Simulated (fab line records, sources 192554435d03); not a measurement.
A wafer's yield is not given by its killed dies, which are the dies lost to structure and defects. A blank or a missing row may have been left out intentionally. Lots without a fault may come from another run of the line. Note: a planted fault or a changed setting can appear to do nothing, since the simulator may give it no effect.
Which tool was responsible? + flow n5_finfet + 10 lots, 29 wafers sampled, at 6 steps of a route of 1938

WHAT EACH GAUGE READ, for each wafer
N5_BEOL_M2_THK_MEAS_01. Usual: M2_ILD_THK gives 79.1 nm (standard deviation 1).
| lot  | measured     | on            | M2_ILD_THK (nm) | flag |
|------|--------------|---------------|-----------------|------|
| L579 | day 7 02:43  | film_metro-01 | 78.9 80.7 80.0  |      |
| L582 | day 7 14:14  | film_metro-01 | 83.6 79.3       |      |
| L583 | day 8 00:35  | film_metro-02 | 79.0 83.6 79.5  |      |
| L592 | day 10 19:14 | film_metro-02 | 78.8 79.7 79.9  |      |
| L593 | day 10 21:41 | film_metro-02 | 79.3 80.4 79.9  |      |
| L594 | day 10 23:04 | film_metro-02 | 78.7 79.5 80.1  |      |
| L596 | day 11 06:44 | film_metro-02 | 78.2 80.1 80.8  |      |
| L597 | day 11 15:18 | film_metro-02 | 76.9 79.2 78.8  |      |
| L600 | day 12 07:53 | film_metro-02 | 79.3 80.1 79.8  |      |
| L599 | day 12 08:26 | film_metro-02 | 79.8 80.6 80.5  |      |

N5_BEOL_M4_RC_MEAS_101. Usual: DIBL_N 36.2 mV/V, standard deviation 1.6; DIBL_P 36.5 mV/V, standard deviation 1.9; IOFF_N 0.158 nA/um, standard deviation 0.027; IOFF_P 0.21 nA/um, standard deviation 0.038; ION_N 675 uA/um, standard deviation 12; ION_P 464 uA/um, standard deviation 8.9; SS_N 71.5 mV/dec, standard deviation 0.61; SS_P 73.4 mV/dec, standard deviation 0.59; VT_N 250.4 mV, standard deviation 3; VT_P -250 mV, standard deviation 3.6.
| lot  | measured     | on        | DIBL_N (mV/V)  | DIBL_P (mV/V)  | IOFF_N (nA/um)    | IOFF_P (nA/um) | ION_N (uA/um) | ION_P (uA/um) | SS_N (mV/dec)  | SS_P (mV/dec)  | VT_N (mV)         | VT_P (mV)      | flag |
|------|--------------|-----------|----------------|----------------|-------------------|----------------|---------------|---------------|----------------|----------------|-------------------|----------------|------|
| L579 | day 8 02:20  | prober-01 | 35.1 34.4 34.1 | 35.1 34.7 33.3 | 0.140 0.130 0.114 | 0.18 0.18 0.16 | 670 663 656   | 458 461 449   | 71.4 70.9 71.2 | 73.4 73.1 72.0 | 250.7 255.0 254.7 | -254 -254 -255 |      |
| L582 | day 9 01:15  | prober-02 | 39.0 35.7      | 38.3 34.7      | 0.187 0.122       | 0.23 0.17      | 687 653       | 465 452       | 71.6 70.5      | 74.2 72.9      | 248.7 254.3       | -252 -253      |      |
| L583 | day 9 10:29  | prober-01 | 37.8 38.4 39.3 | 37.8 38.4 39.3 | 0.168 0.180 0.192 | 0.21 0.22 0.24 | 684 689 680   | 461 461 463   | 72.0 71.5 71.3 | 73.6 74.4 74.3 | 253.7 249.0 251.1 | -250 -250 -253 |      |
| L592 | day 12 11:15 | prober-02 | 37.1 38.5 34.4 | 37.4 39.3 34.7 | 0.173 0.206 0.120 | 0.23 0.26 0.17 | 671 692 666   | 463 472 460   | 72.1 72.1 70.2 | 73.3 73.4 72.3 | 249.0 246.0 255.4 | -249 -246 -254 |      |
| L593 | day 12 12:49 | prober-02 | 36.2 35.3 35.5 | 35.3 34.9 35.6 | 0.141 0.142 0.138 | 0.18 0.18 0.18 | 677 668 685   | 464 460 457   | 70.7 71.1 71.1 | 73.0 72.6 73.1 | 250.3 249.4 251.5 | -253 -252 -254 |      |
| L594 | day 12 15:55 | prober-01 | 36.6 37.2 35.2 | 37.1 37.6 36.7 | 0.172 0.176 0.142 | 0.21 0.22 0.20 | 666 669 673   | 463 458 462   | 72.4 72.7 71.5 | 72.5 74.3 73.6 | 249.4 250.6 252.4 | -252 -252 -253 |      |
| L596 | day 12 12:52 | prober-01 | 37.6 35.3 34.3 | 39.8 38.0 36.5 | 0.205 0.153 0.132 | 0.24 0.21 0.18 | 676 669 658   | 460 462 459   | 72.9 71.9 71.9 | 74.1 74.0 73.4 | 246.6 252.0 253.2 | -249 -251 -253 |      |
| L597 | day 13 19:52 | prober-02 | 38.4 37.6 37.1 | 36.8 36.5 35.7 | 0.179 0.163 0.161 | 0.26 0.25 0.22 | 673 666 658   | 468 467 457   | 72.1 72.0 72.8 | 73.3 74.1 73.2 | 249.6 249.4 253.0 | -247 -247 -247 |      |
| L600 | day 14 01:01 | prober-01 | 38.4 36.2 36.0 | 38.9 36.3 35.3 | 0.223 0.157 0.158 | 0.30 0.23 0.21 | 690 666 675   | 478 461 461   | 73.0 71.9 71.6 | 74.6 73.7 72.9 | 246.9 252.2 252.8 | -245 -248 -252 |      |
| L599 | day 14 08:34 | prober-02 | 35.0 34.2 32.9 | 34.8 34.5 33.3 | 0.149 0.141 0.116 | 0.22 0.22 0.19 | 664 686 666   | 463 482 469   | 71.1 70.4 71.3 | 72.8 73.0 73.1 | 250.4 249.9 252.7 | -248 -248 -251 |      |

TOOL THAT RAN EACH LOT (tool first, then ch and the chambers of the sampled wafers, then the start)
| lot  | N5_BEOL_M1_SPUTTER_90        | N5_BEOL_M1_CO_CAP_55             | N5_BEOL_M2_ILD_DEP_00           | N5_BEOL_M2_HM_DEP_02         |
|------|------------------------------|----------------------------------|---------------------------------|------------------------------|
| L579 | pvd_sputter-03, day 7 00:52  | cvd_co-02 ch 1,2, day 7 02:24    | pecvd-03 ch 0,2, day 7 02:39    | pvd_sputter-01, day 7 02:58  |
| L582 | pvd_sputter-02, day 7 12:25  | cvd_co-01 ch 0,2, day 7 13:57    | pecvd-03 ch 0,1, day 7 14:11    | pvd_sputter-02, day 7 14:57  |
| L583 | pvd_sputter-03, day 7 22:34  | cvd_co-02 ch 0,1,2, day 8 00:17  | pecvd-03 ch 1,2, day 8 00:32    | pvd_sputter-01, day 8 01:13  |
| L592 | pvd_sputter-02, day 10 17:08 | cvd_co-01 ch 0,1, day 10 18:55   | pecvd-03 ch 0,2, day 10 19:10   | pvd_sputter-03, day 10 19:50 |
| L593 | pvd_sputter-01, day 10 19:38 | cvd_co-01 ch 1,2, day 10 21:21   | pecvd-01 ch 0,2, day 10 21:37   | pvd_sputter-03, day 11 01:17 |
| L594 | pvd_sputter-02, day 10 21:12 | cvd_co-02 ch 0,1, day 10 22:44   | pecvd-03 ch 0,1, day 10 23:00   | pvd_sputter-03, day 11 01:37 |
| L596 | pvd_sputter-03, day 11 04:53 | cvd_co-02 ch 1,2, day 11 06:25   | pecvd-03 ch 1,2, day 11 06:40   | pvd_sputter-02, day 11 06:52 |
| L597 | pvd_sputter-02, day 11 12:47 | cvd_co-01 ch 0,1, day 11 14:58   | pecvd-01 ch 0,2, day 11 15:14   | pvd_sputter-03, day 11 18:55 |
| L600 | pvd_sputter-02, day 12 05:47 | cvd_co-02 ch 1,2, day 12 07:35   | pecvd-03 ch 0,1,2, day 12 07:50 | pvd_sputter-03, day 12 08:26 |
| L599 | pvd_sputter-01, day 12 06:07 | cvd_co-02 ch 0,1,2, day 12 08:07 | pecvd-03 ch 0,1, day 12 08:22   | pvd_sputter-03, day 12 10:22 |
- N5_BEOL_M1_SPUTTER_90: material Cu, target thk 4.5 nm, time 8.29 s.
- N5_BEOL_M1_CO_CAP_55: material Co, precursor CCTBA/H2, target thk 2 nm, time 102.1 s.
- N5_BEOL_M2_ILD_DEP_00: deposits SiOC from DEMS/O2, target thk 79 nm, time 15.3 s.
- N5_BEOL_M2_HM_DEP_02: deposits TiN, target thk 20 nm.

WHAT THE TOOLS THEMSELVES READ (means of the sampled wafers that have a number; where no wafer has one, the mark that the record gives instead)
N5_BEOL_M1_SPUTTER_90. Usual: chuck_sensor_temp_C -16.0 C, standard deviation 0.5; throttle_valve_pct 30.1 %, standard deviation 0.71.
| lot  | tool           | chuck_sensor_temp_C (C) | throttle_valve_pct (%) | flag |
|------|----------------|-------------------------|------------------------|------|
| L579 | pvd_sputter-03 | -15.8                   | 29.8                   |      |
| L582 | pvd_sputter-02 | -16.2                   | 30.0                   |      |
| L583 | pvd_sputter-03 | -15.7                   | 29.8                   |      |
| L592 | pvd_sputter-02 | -15.5                   | 30.0                   |      |
| L593 | pvd_sputter-01 | -15.8                   | 30.8                   |      |
| L594 | pvd_sputter-02 | -16.1                   | 30.3                   |      |
| L596 | pvd_sputter-03 | -16.0                   | 29.7                   |      |
| L597 | pvd_sputter-02 | -15.7                   | 30.1                   |      |
| L600 | pvd_sputter-02 | -16.0                   | 30.4                   |      |
| L599 | pvd_sputter-01 | -16.0                   | 31.0                   |      |

N5_BEOL_M1_CO_CAP_55. Usual: heater_power_w 237 W, standard deviation 13.
| lot  | tool      | heater_power_w (W) | flag |
|------|-----------|--------------------|------|
| L579 | cvd_co-02 | 248                |      |
| L582 | cvd_co-01 | 244                |      |
| L583 | cvd_co-02 | 234                |      |
| L592 | cvd_co-01 | 239                |      |
| L593 | cvd_co-01 | 239                |      |
| L594 | cvd_co-02 | 222                |      |
| L596 | cvd_co-02 | 236                |      |
| L597 | cvd_co-01 | 237                |      |
| L600 | cvd_co-02 | 249                |      |
| L599 | cvd_co-02 | 237                |      |

N5_BEOL_M2_ILD_DEP_00. Usual: heater_power_w 485 W, standard deviation 47; showerhead_plenum_p_Torr 5.688 Torr, standard deviation 0.013; throttle_valve_pct 11.8 %, standard deviation 0.4.
| lot  | tool     | heater_power_w (W) | showerhead_plenum_p_Torr (Torr) | throttle_valve_pct (%) | flag |
|------|----------|--------------------|---------------------------------|------------------------|------|
| L579 | pecvd-03 | 437                | 5.693                           | 11.3                   |      |
| L582 | pecvd-03 | 528                | 5.678                           | 11.9                   |      |
| L583 | pecvd-03 | 470                | 5.685                           | 11.5                   |      |
| L592 | pecvd-03 | 495                | 5.683                           | 11.5                   |      |
| L593 | pecvd-01 | 517                | 5.679                           | 12.1                   |      |
| L594 | pecvd-03 | 527                | 5.680                           | 11.9                   |      |
| L596 | pecvd-03 | 488                | 5.688                           | 11.3                   |      |
| L597 | pecvd-01 | 478                | 5.684                           | 11.9                   |      |
| L600 | pecvd-03 | 488                | 5.685                           | 11.8                   |      |
| L599 | pecvd-03 | 516                | 5.681                           | 11.9                   |      |

N5_BEOL_M2_HM_DEP_02. Usual: throttle_valve_pct 30.1 %, standard deviation 0.75.
| lot  | tool           | throttle_valve_pct (%) | flag |
|------|----------------|------------------------|------|
| L579 | pvd_sputter-01 | 30.9                   |      |
| L582 | pvd_sputter-02 | 29.6                   |      |
| L583 | pvd_sputter-01 | 29.7                   |      |
| L592 | pvd_sputter-03 | 29.6                   |      |
| L593 | pvd_sputter-03 | 29.7                   |      |
| L594 | pvd_sputter-03 | 29.6                   |      |
| L596 | pvd_sputter-02 | 29.8                   |      |
| L597 | pvd_sputter-03 | 29.7                   |      |
| L600 | pvd_sputter-03 | 29.0                   |      |
| L599 | pvd_sputter-03 | 29.5                   |      |

THE ANSWER, worked out from the rows above alone
Rule: a lot is off if the mean of its wafers that have a number lies more than 3 standard deviations from the usual mean. A lot without any number at a reading at which 4 lots or more have one is off too. All remaining lots with rows at the step are treated as sound. Order of review: gauges by route order, followed by the tools' own readings, for which a lot's mean as printed above is used. At the first step where some lot is off, the reading lying furthest off is the one used; lots without a number count as furthest.
No lot is off on any of the readings shown, so nothing can be concluded from this.

WHAT THE SIMULATOR HAD INSERTED
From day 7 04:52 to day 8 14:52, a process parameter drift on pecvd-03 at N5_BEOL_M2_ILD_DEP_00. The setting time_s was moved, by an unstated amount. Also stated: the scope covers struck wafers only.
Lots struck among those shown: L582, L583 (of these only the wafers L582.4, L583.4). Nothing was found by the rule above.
